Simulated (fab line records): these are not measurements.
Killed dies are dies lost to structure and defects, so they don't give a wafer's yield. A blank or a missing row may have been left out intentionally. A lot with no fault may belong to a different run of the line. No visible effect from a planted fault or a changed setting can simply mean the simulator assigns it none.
Problem report, 8D (eight disciplines) form, completed by code :: flow n5 finfet :: the parts of the form that need people (team, actions taken, sign-off) are left out

== 1. WHAT IS WRONG ==
At N5_BEOL_M11_COAT_60, spin speed rpm averages 1700.7 rpm over 6 wafers from 2 lots, while fault-free wafers read 1500.0 rpm, standard deviation 1. So: +99 or more standard deviations from the usual mean.
The step: time 60 s, resist thk 30 nm.
First observed at day 14 20:59: wafer L804.3, on litho track-03. The record holds 12 wafers of 4 lots with a number at this step. By rule, "out" or "out of limits" means more than 4 standard deviations away from the usual mean. The rest of the wafers with a number are treated as sound.

== 2. WHAT THIS IS AND IS NOT ==
question: which readings at this step
is: spin speed rpm
is not: -

question: which lots
is: L801, L804
is not: L796, L806

question: which wafers of those lots
is: all that have a number
is not: -

question: read on which tools
is: litho track-03
is not: litho track-01

question: when
is: from day 14 20:59
is not: up to then (3 sound wafers); but 3 sound wafers of L806 came after

== 3. WHAT RULES OUT EACH SUSPECT ==
Counting: a tool at any process step up to the reading remains a suspect when it ran all the lots that are out and ran no sound lot after the first of those.
- litho track-03 at N5_BEOL_M11_COAT_60 (time 60 s, resist thk 30 nm): kept. It ran every lot that is out, first L804 (day 14 20:59), and no sound lot after that; its last sound lot up to then is L796 (day 13 05:32). Its own spin speed rpm readings are out on those wafers.
Remaining after the count: litho track-03 at N5_BEOL_M11_COAT_60.

== 4. THE CAUSE (what the simulator had put in) ==
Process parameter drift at N5_BEOL_M11_COAT_60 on litho track-03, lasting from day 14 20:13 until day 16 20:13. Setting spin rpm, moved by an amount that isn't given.
After counting, this tool was the only one left.

== 5. THE EFFECT CHAIN, in route order ==
Each row: a reading whose mean over the struck wafers that have a number lies more than 3 standard deviations from the usual. Readings are gone through only where the record gives a usual standard deviation; hours: the median, over the lots, of the time from a lot's start at the first step in this table giving one to that lot's start at this step; sigmas: the change measured in usual standard deviations.
hours: 0
step: N5_BEOL_M11_COAT_60
reading: spin speed rpm
usual: 1500.0 rpm
on struck wafers: 1700.7
change: +200.7
sigmas: +99 or more
Here are the process steps it includes:
- N5_BEOL_M11_COAT_60: time 60 s, resist thk 30 nm.

== 6. WHAT WOULD HAVE CAUGHT IT SOONER ==
In this record the first reading out of limits was taken at day 14 20:59, 1 hour after the fault began at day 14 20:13.
